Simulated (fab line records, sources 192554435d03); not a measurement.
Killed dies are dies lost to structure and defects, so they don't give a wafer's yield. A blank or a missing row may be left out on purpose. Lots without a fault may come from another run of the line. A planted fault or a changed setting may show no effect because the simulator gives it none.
fab line records | flow n5_finfet
record lots=6 wafers=17 last_day=18
route steps=1938 shown BEOL_M8@1350 PASSIVATION@1936
lots that met no fault: from a run of the same line without faults
start_h: hours from the record's first day to the start of the lot's first wafer shown | wait_h: hours since the lot's step before | " the same as in the row above | L1.1+2: a row that stands for several wafers | - no value, or no start given | * or withheld: withheld | < > ~ a bound
route shown NAME@n: a module of which the file shows steps, and the number in the route of the first | usual: mean/standard deviation of fault-free wafers | same: alike in all rows | chamber/n: place in a boat | sites: the reading at each site | _std_site: their standard deviation | _edge_site: outer sites' mean less inner sites' | radius_mm: how far each site lies from the wafer's centre | mask NAME#n: copy n | behind: the tool/chamber that last shaped the wafer | hold: why the lot was held/for how many hours/how that ended | device: the transistor (n, p or np) that didn't switch | end of line: the same wafers' tests at the end of the route | a step without rows: its recipe alone | killed: dies lost to structure and defects at the first sort, not the wafer's yield | map: a wafer's dies, x killed, . not, _ none there
set.NAME: the setting as run; set.NAME@STEP: as run at that earlier step | model.NAME: the simulator's own value behind a step, which no gauge read
lots at some steps of the route; a table a step, a row a wafer
services: from which hour (start_h, from the record's first day; less than 0 if before it) a tool's chamber was out of use, for how many hours, and why
## steps
# step N5_BEOL_M8_ETCH_62
# recipe chemistry=N2/H2 target=SOC target_depth_a=1100 overetch_a=220 mask_material=SiARC temp_c=40 time_s=165 ion_energy_ev=200 pressure_mtorr=30 source_w=840 bias_w=150 n2_flow_sccm=200 h2_flow_sccm=200
# usual chamber_pressure_mTorr=29.999/0.029 drypump_motor_current_A=5.8/0.43 oes_product_au=0.72/0.072 rf_vpp_V=524.8/2.1 showerhead_plenum_p_Torr=2.57/0.071 throttle_valve_pct=17.70/0.23
# same time_s=165
# columns lot.wafer tool chamber start_h wait_h chamber_pressure_mTorr drypump_motor_current_A oes_product_au rf_hours_counter_h rf_vpp_V showerhead_plenum_p_Torr throttle_valve_pct
L315.1 rie_diel-06 2 233.46 0.0 30.001 6.4 0.77 33 525.1 2.58 17.42
L315.4 " 1 " " 29.991 6.5 0.78 20 523.5 2.58 17.34
L315.6 " 0 " " 29.977 5.3 0.58 - 520.7 2.39 17.84
L316.1 rie_diel-04 0 263.69 0.0 29.966 5.3 0.76 23 524.6 2.58 17.61
L316.2 " 2 " " 30.011 5.8 0.67 141 526.8 2.64 17.80
L316.5 " 2 " " 30.002 5.9 0.66 - 527.8 2.64 17.81
L326.2 rie_diel-05 3 341.57 0.0 29.969 6.1 0.81 10 522.5 2.51 17.80
L326.5 " 3 " " 29.989 6.2 0.82 - 523.8 2.51 17.79
L326.6 " 0 " " 30.001 5.3 0.70 - 520.8 2.49 17.98
L329.1 rie_diel-04 1 344.33 0.0 30.042 5.4 0.75 36 526.6 2.61 17.90
L329.5 " 1 " " 29.970 5.4 0.75 - 526.5 2.61 17.92
L327.2 rie_diel-06 1 345.38 0.0 30.013 6.5 0.73 56 525.9 2.57 17.39
L327.3 " 3 " " 30.003 5.7 0.68 77 524.9 2.58 17.61
L327.4 " 2 " " 30.019 6.4 0.72 69 524.5 2.56 17.51
L328.1 rie_diel-05 0 347.41 0.0 29.947 5.3 0.70 76 522.2 2.49 17.97
L328.2 " 1 " " 29.996 6.1 0.67 98 525.4 2.56 17.53
L328.4 " 3 " " 30.027 6.1 0.81 13 521.8 2.51 17.80
# step N5_BEOL_M8_STRIP_68
# recipe chemistry=N2/H2 temp_c=40 n2_flow_sccm=200 h2_flow_sccm=200 rf_frequency_hz=6e+07
# step N5_BEOL_M8_STRIP_67
# recipe chemistry=CF4 resist=SiARC power_w=300 bias_power_w=75 pressure_mtorr=50 cf4_flow_sccm=150 rf_frequency_hz=6e+07
# usual chamber_pressure_mTorr=50.00/0.053 drypump_motor_current_A=5.7/0.42 oes_product_au=0.84/0.084 rf_vpp_V=271.5/1.3 showerhead_plenum_p_Torr=1.82/0.05 throttle_valve_pct=13.49/0.22
# columns lot.wafer tool chamber start_h wait_h chamber_pressure_mTorr drypump_motor_current_A oes_product_au rf_hours_counter_h rf_vpp_V showerhead_plenum_p_Torr throttle_valve_pct
L315.1 rie_diel-06 2 233.61 0.0 49.98 6.4 0.91 33 269.9 1.82 13.29
L315.4 " 1 " " 49.94 6.5 0.93 20 270.8 1.85 13.28
L315.6 " 0 " " 49.99 5.3 0.68 - 269.8 1.71 13.80
L316.1 rie_diel-04 0 263.84 0.0 50.05 5.4 0.91 23 271.9 1.82 13.40
L316.2 " 2 " " 50.03 5.9 0.78 141 272.8 1.88 13.77
L316.5 " 2 " " 49.90 5.9 0.79 - 273.9 1.88 13.79
L326.2 rie_diel-05 3 341.71 0.0 50.03 6.2 0.95 10 271.0 1.76 13.35
L326.5 " 3 " " 50.00 6.1 0.96 - 271.4 1.76 13.35
L326.6 " 0 " " 49.98 5.4 0.82 - 270.2 1.74 13.44
L329.1 rie_diel-04 1 344.48 0.0 49.93 5.4 0.89 36 271.6 1.84 13.39
L329.5 " 1 " " 49.94 5.4 0.88 - 271.9 1.84 13.38
L327.2 rie_diel-06 1 345.53 0.0 50.00 6.5 0.87 56 270.5 1.84 13.35
L327.3 " 3 " " 50.02 5.7 0.81 78 271.4 1.82 13.38
L327.4 " 2 " " 50.00 6.4 0.86 69 270.9 1.81 13.37
L328.1 rie_diel-05 0 347.56 0.0 50.10 5.4 0.82 76 270.8 1.74 13.45
L328.2 " 1 " " 50.08 6.1 0.80 98 270.5 1.82 13.34
L328.4 " 3 " " 50.02 6.2 0.95 13 269.7 1.76 13.34
# step N5_BEOL_M8_HM_OPEN_17
# recipe chemistry=Cl2/BCl3 target_depth_a=200 overetch_a=60 target=TiN mask_material=SOC ion_energy_ev=150 pressure_mtorr=10 icp_w=1000 bias_w=126 Cl2_flow_sccm=53.25 bcl3_flow_sccm=21.75 Ar_flow_sccm=25
# usual chamber_pressure_mTorr=10.000/0.0093 drypump_motor_current_A=5.64/0.26 oes_product_au=0.71/0.087 throttle_valve_pct=22.37/0.22
# columns lot.wafer tool chamber start_h wait_h chamber_pressure_mTorr drypump_motor_current_A oes_product_au rf_hours_counter_h throttle_valve_pct
L315.1 rie_metal-02 1 233.65 0.0 10.002 5.82 0.78 8 22.31
L315.4 " 1 " " 9.995 5.80 0.77 - 22.27
L315.6 " 1 " " 9.985 5.79 0.77 - 22.29
L316.1 rie_metal-01 1 263.88 0.0 9.981 5.84 0.77 10 22.78
L316.2 " 0 " " 9.998 5.39 0.72 19 22.48
L316.5 " 1 " " 10.013 5.84 0.78 - 22.76
L326.2 rie_metal-01 0 341.75 0.0 10.000 5.39 0.70 25 22.50
L326.5 " 1 " " 9.996 5.87 0.75 - 22.80
L326.6 " 0 " " 10.015 5.40 0.69 - 22.50
L329.1 rie_metal-02 1 344.52 0.0 10.007 5.81 0.72 20 22.33
L329.5 " 0 " " 10.014 5.28 0.75 - 22.04
L327.2 rie_metal-03 1 345.57 0.0 9.995 5.48 0.62 59 22.32
L327.3 " 0 " " 10.015 5.99 0.81 - 22.27
L327.4 " 1 " " 10.005 5.49 0.63 - 22.31
L328.1 rie_metal-03 1 347.60 0.0 9.990 5.47 0.62 59 22.31
L328.2 " 0 " " 9.980 6.00 0.81 6 22.29
L328.4 " 0 " " 10.013 6.00 0.81 - 22.29
# step N5_BEOL_M8_STRIP_19
# recipe chemistry=O2 power_w=400 temp_c=40 pressure_mtorr=30 rf_frequency_hz=6e+07 bias_power_w=0 overash_fraction=0.2 o2_flow_sccm=225
# usual chamber_pressure_mTorr=30.00/0.032 drypump_motor_current_A=5.7/0.41 oes_product_au=0.84/0.085 rf_vpp_V=3.6/0.57 showerhead_plenum_p_Torr=2.12/0.061 throttle_valve_pct=16.60/0.2
# columns lot.wafer tool chamber start_h wait_h chamber_pressure_mTorr drypump_motor_current_A oes_product_au rf_hours_counter_h rf_vpp_V showerhead_plenum_p_Torr throttle_valve_pct
L315.1 rie_diel-04 0 233.85 0.2 30.02 5.3 0.93 8 3.1 2.16 16.60
L315.4 " 2 " " 30.01 5.8 0.81 - 4.2 2.21 16.84
L315.6 " 3 " " 29.97 5.4 0.71 - 4.4 2.06 16.97
L316.1 rie_diel-05 2 263.99 0.1 30.01 5.7 0.75 153 3.2 2.19 16.71
L316.2 " 0 " " 29.99 5.3 0.86 41 3.3 2.06 16.61
L316.5 " 1 " " 30.00 6.1 0.85 - 3.8 2.14 16.42
L326.2 rie_diel-06 3 341.87 0.1 30.06 5.7 0.82 76 3.9 2.10 16.36
L326.5 " 2 " " 30.00 6.4 0.85 - 3.8 2.14 16.58
L326.6 " 1 " " 29.93 6.5 0.87 - 3.0 2.13 16.35
L329.1 rie_diel-05 0 344.74 0.2 30.00 5.3 0.82 75 4.5 2.04 16.66
L329.5 " 1 " " 30.04 6.1 0.81 - 3.9 2.13 16.47
L327.2 rie_diel-04 3 345.68 0.1 29.96 5.3 0.91 26 3.3 2.05 16.61
L327.3 " 2 " " 29.99 5.9 0.76 172 3.9 2.19 16.90
L327.4 " 1 " " 30.00 5.4 0.91 - 2.8 2.14 16.50
L328.1 rie_diel-05 0 347.83 0.2 29.99 5.3 0.81 76 4.4 2.04 16.65
L328.2 " 2 " " 30.08 5.7 0.73 188 4.3 2.17 16.79
L328.4 " 1 " " 30.02 6.1 0.81 99 3.2 2.13 16.47
# step N5_BEOL_M8_CD_MEAS_18
# recipe pitch_nm=80 target_cd_nm=40
# usual cd_nm=40.2/0.75
# columns lot.wafer tool chamber start_h wait_h cd_nm
L315.1 cd_sem-03 - 233.92 0.0 40.2
L315.4 " - " " 41.2
L315.6 " - " " 42.0
L316.1 cd_sem-02 - 264.06 0.0 39.3
L316.2 " - " " 40.2
L316.5 " - " " 39.5
L326.2 cd_sem-01 - 341.94 0.1 41.3
L326.5 " - " " 41.3
L326.6 " - " " 40.1
L329.1 cd_sem-01 - 344.81 0.0 40.1
L329.5 " - " " 40.2
L327.2 cd_sem-01 - 345.75 0.1 40.4
L327.3 " - " " 40.6
L327.4 " - " " 39.3
L328.1 cd_sem-01 - 347.90 0.0 39.9
L328.2 " - " " 41.1
L328.4 " - " " 39.6
# step N5_BEOL_M8_COAT_63
# recipe resist=SOC temp_c=250 time_s=60 spin_rpm=1500 resist_thk_nm=60
# step N5_BEOL_M8_COAT_64
# recipe resist=SiARC temp_c=220 time_s=60 spin_rpm=1500 resist_thk_nm=12
# step N5_BEOL_M8_COAT_71
# recipe resist=underlayer temp_c=205 time_s=60 spin_rpm=1500 resist_thk_nm=5
# step N5_BEOL_M8_COAT_22
# recipe resist=CAR-EUV spin_rpm=1500 resist_thk_nm=30
# step N5_BEOL_M8_EBR_24
# recipe solvent=PGMEA ebr_width_mm=1.5
# step N5_BEOL_M8_SOFTBAKE_23
# recipe temp_c=110 time_s=60 resist=CAR-EUV
# step N5_BEOL_M8_EXPOSE_25
# recipe mask_id=V7 na=0.33 source_shape=annular sigma_inner=0.4 sigma_outer=0.8 polarization=unpolarized target_cd_nm=40 dose_mj=42.5
# usual stage_msd_nm=0.87/0.052
# columns lot.wafer tool chamber start_h wait_h mask stage_msd_nm model.BEOL_M8.overlay_x_nm
L315.1 euv_scanner-02 0 235.62 - V7#0 0.91 0.2
L315.4 " 0 " " V7#0 0.90 0.2
L315.6 " 0 " " V7#0 0.90 0.2
L316.1 euv_scanner-01 0 266.87 - V7#0 0.81 0.2
L316.2 " 0 " " V7#0 0.81 0.2
L316.5 " 0 " " V7#0 0.82 0.2
L326.2 euv_scanner-02 0 342.55 - V7#0 0.93 3
L326.5 " 0 " " V7#0 0.93 3
L326.6 " 0 " " V7#0 0.94 3
L329.1 euv_scanner-01 0 345.87 - V7#0 0.81 -0.2
L329.5 " 0 " " V7#0 0.81 -0.2
L327.2 euv_scanner-02 0 346.19 - V7#0 0.93 3.4
L327.3 " 0 " " V7#0 0.93 3.4
L327.4 " 0 " " V7#0 0.93 3.4
L328.1 euv_scanner-01 0 349.01 - V7#0 0.81 0.4
L328.2 " 0 " " V7#0 0.81 0.4
L328.4 " 0 " " V7#0 0.81 0.4
# step N5_BEOL_M8_PEB_26
# recipe peb_temp_c=100 peb_time_s=60 resist=CAR-EUV
# step N5_BEOL_M8_DEVELOP_27
# recipe develop_time_s=30 developer=TMAH resist=CAR-EUV rinse_liquid=surfactant_rinse dry=air_spin dev_temp_c=23
# step N5_BEOL_M8_CD_MEAS_28
# recipe target_cd_nm=40 landing_energy_ev=500 detector=se_inlens
# usual cd_nm=39.96/0.23
# columns lot.wafer tool chamber start_h wait_h cd_nm
L315.1 cd_sem-03 0 235.76 - 39.76
L315.4 " 0 " " 39.88
L315.6 " 0 " " 39.80
L316.1 cd_sem-03 0 267.00 - 39.94
L316.2 " 0 " " 40.00
L316.5 " 0 " " 39.99
L326.2 cd_sem-01 0 342.68 - 39.98
L326.5 " 0 " " 40.37
L326.6 " 0 " " 39.68
L329.1 cd_sem-03 0 346.00 - 40.00
L329.5 " 0 " " 40.14
L327.2 cd_sem-03 0 346.32 - 39.92
L327.3 " 0 " " 40.13
L327.4 " 0 " " 39.85
L328.1 cd_sem-03 0 349.14 - 40.05
L328.2 " 0 " " 39.67
L328.4 " 0 " " 40.02
# step N5_BEOL_M8_OVL_MEAS_29
# recipe points_per_wafer=522
# usual V7_OVL=0.4/0.8
# columns lot.wafer tool chamber start_h wait_h V7_OVL[nm]
L315.1 overlay-02 0 235.79 0.0 1.4
L315.4 " 0 " " -0.5
L315.6 " 0 " " 1.3
L316.1 overlay-01 0 267.03 0.0 2.0
L316.2 " 0 " " 0.7
L316.5 " 0 " " 1.1
L326.2 overlay-01 0 342.71 0.0 2.4
L326.5 " 0 " " 2.8
L326.6 " 0 " " 3.2
L329.1 overlay-02 0 346.03 0.0 -0.2
L329.5 " 0 " " -0.8
L327.2 overlay-01 0 346.35 0.0 4.2
L327.3 " 0 " " 3.7
L327.4 " 0 " " 4.0
L328.1 overlay-02 0 349.17 0.0 1.0
L328.2 " 0 " " 1.8
L328.4 " 0 " " 1.7
# step N5_BEOL_M8_INSPECT_30
# recipe mode=adi inspect_instrument=brightfield
# usual raw_defect_count=415/86
# columns lot.wafer tool chamber start_h wait_h raw_defect_count
L315.1 defect_inspect-01 - 235.84 0.1 478
L315.4 " - " " 454
L315.6 " - " " 348
L316.1 defect_inspect-01 - 267.09 0.1 389
L316.2 " - " " 538
L316.5 " - " " 313
L326.2 defect_inspect-02 - 342.77 0.0 373
L326.5 " - " " 450
L326.6 " - " " 548
L329.1 defect_inspect-02 - 346.09 0.1 260
L329.5 " - " " 228
L327.2 defect_inspect-02 - 346.41 0.0 377
L327.3 " - " " 358
L327.4 " - " " 359
L328.1 defect_inspect-01 - 349.23 0.1 287
L328.2 " - " " 404
L328.4 " - " " 324
# step N5_PASSIVATION_PROBE_49
# usual defect_limited_yield=91.1/1.3 killed_at_M0_to_M3=32/9.7 killed_at_M4_up=16/6 killed_at_contacts=12/5.9 killed_at_front_end=41/11 killed_at_other=4/3.1 killed_dies=104/16 killed_open=68/12 killed_short=34/7.4 sort_bin_5_function=5.1/0.85 sort_bin_6_memory=3.3/0.66 sort_n_pass=1075/16 sort_yield_pct=91.1/1.4
# same gross_dies=1180 killed_at_back_side=0 sort_bin_4_leakage[%]=0 sort_bin_8_speed[%]=0
# columns lot.wafer tool chamber start_h wait_h defect_limited_yield[%] killed_at_M0_to_M3 killed_at_M4_up killed_at_contacts killed_at_front_end killed_at_other killed_dies killed_open killed_short sort_bin_5_function[%] sort_bin_6_memory[%] sort_n_pass sort_yield_pct[%]
L327.2 prober-01 - 425.34 0.1 87.6 24 9 16 95 2 146 89 35 5.6 4.8 1034 87.6
L328.1 prober-02 - 425.63 0.0 91.4 38 6 14 38 5 101 59 32 5.0 2.9 1079 91.4
L328.2 prober-02 - 425.68 0.1 91.9 23 7 17 45 4 96 64 32 4.8 3.0 1084 91.9
L328.4 prober-02 - 425.78 0.2 91.6 35 11 20 30 3 99 65 34 4.4 3.8 1081 91.6
# killed by level:class
L327.2 FIN_SAQP:geometric_particle:open=22 HKMG_FIN:area_etch=20 STI_FIN_REVEAL:geometric_particle:open=17 MOL_CONTACT_COAG:geometric_particle:open=11 BEOL_M0_SAQP:geometric_particle:short=7 FIN_SAQP:geometric_particle:short=6 BEOL_M0_SAQP:geometric_particle:open=6 DUMMY_GATE:geometric_particle:open=5
L328.1 BEOL_M0_SAQP:geometric_particle:short=13 MOL_CONTACT_COAG:geometric_particle:open=12 BEOL_M0_SAQP:geometric_particle:open=11 FIN_SAQP:geometric_particle:open=7 HKMG_FIN:area_etch=7 BEOL_M3:geometric_particle:open=4 FIN_SAQP:geometric_particle:short=3 DUMMY_GATE:geometric_particle:open=3
L328.2 MOL_CONTACT_COAG:geometric_particle:open=14 FIN_SAQP:geometric_particle:open=8 DUMMY_GATE:geometric_particle:open=7 GATE_CUT:geometric_particle:open=5 BEOL_M2:geometric_particle:open=5 BEOL_M3:geometric_particle:open=5 FIN_SAQP:geometric_particle:short=4 DUMMY_GATE:geometric_particle:short=4
L328.4 MOL_CONTACT_COAG:geometric_particle:open=14 BEOL_M1:geometric_particle:open=7 MOL_CONTACT_COAG:geometric_particle:short=6 BEOL_M2:geometric_particle:open=6 BEOL_M8:geometric_particle:open=6 BEOL_M0_SAQP:geometric_particle:short=5 GATE_CUT:geometric_particle:short=5 BEOL_M0_SAQP:geometric_particle:open=5
## services
# columns tool chamber start_h hours kind
euv_scanner-02 - 211.73 12.0 pm
rie_diel-05 - 218.37 0.1 repair
euv_scanner-01 - 223.73 4.6 pm
euv_scanner-02 - 228.33 1.0 pm
rie_diel-04 1 229.60 - clean
rie_diel-04 1 229.60 - consumable_replace:focus_ring
rie_diel-04 1 229.60 21.3 scheduled_down
rie_diel-04 1 229.60 21.3 vent_cycle
rie_diel-05 3 242.46 40.9 repair
rie_diel-04 3 250.90 - clean
rie_diel-04 1 252.29 3.0 repair
euv_scanner-01 - 264.16 1.0 pm
rie_diel-06 2 275.94 2.5 repair
rie_diel-05 3 283.73 - clean
rie_diel-05 3 283.73 - consumable_replace:focus_ring
rie_diel-05 3 283.73 26.2 scheduled_down
rie_diel-05 3 283.73 26.2 vent_cycle
euv_scanner-02 - 284.28 1.0 pm
rie_metal-03 - 295.92 14.6 pm
rie_metal-01 0 320.04 4.9 repair
euv_scanner-01 - 320.31 1.0 pm
rie_metal-01 - 327.12 14.6 pm
rie_metal-03 - 337.52 1.8 repair
euv_scanner-02 - 340.43 1.0 pm
## key
first_sign step=N5_BEOL_M8_OVL_MEAS_29 reading=V7_OVL direction=up sigmas=3.7 usual=0.4 struck=3.4
effect none on later readings
model_effect step=N5_BEOL_M8_EXPOSE_25 value=BEOL_M8.overlay_x_nm without=-0.4 struck=3.2
met_at N5_BEOL_M8_EXPOSE_25
struck_wafers L326.2,L326.5,L326.6,L327.2,L327.3,L327.4
baseline_loss step=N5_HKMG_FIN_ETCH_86 wafers=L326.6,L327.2
onset_between 235.62 342.55
fault kind=scanner_matching_overlay tool=euv_scanner-02 chamber=- onset_h=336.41 steps=N5_BEOL_M8_EXPOSE_25 offset=3.5676
# baseline_loss: these wafers lose ten dies or more at that step, a loss of the line's own and not of a fault; the sort's usual values leave them out
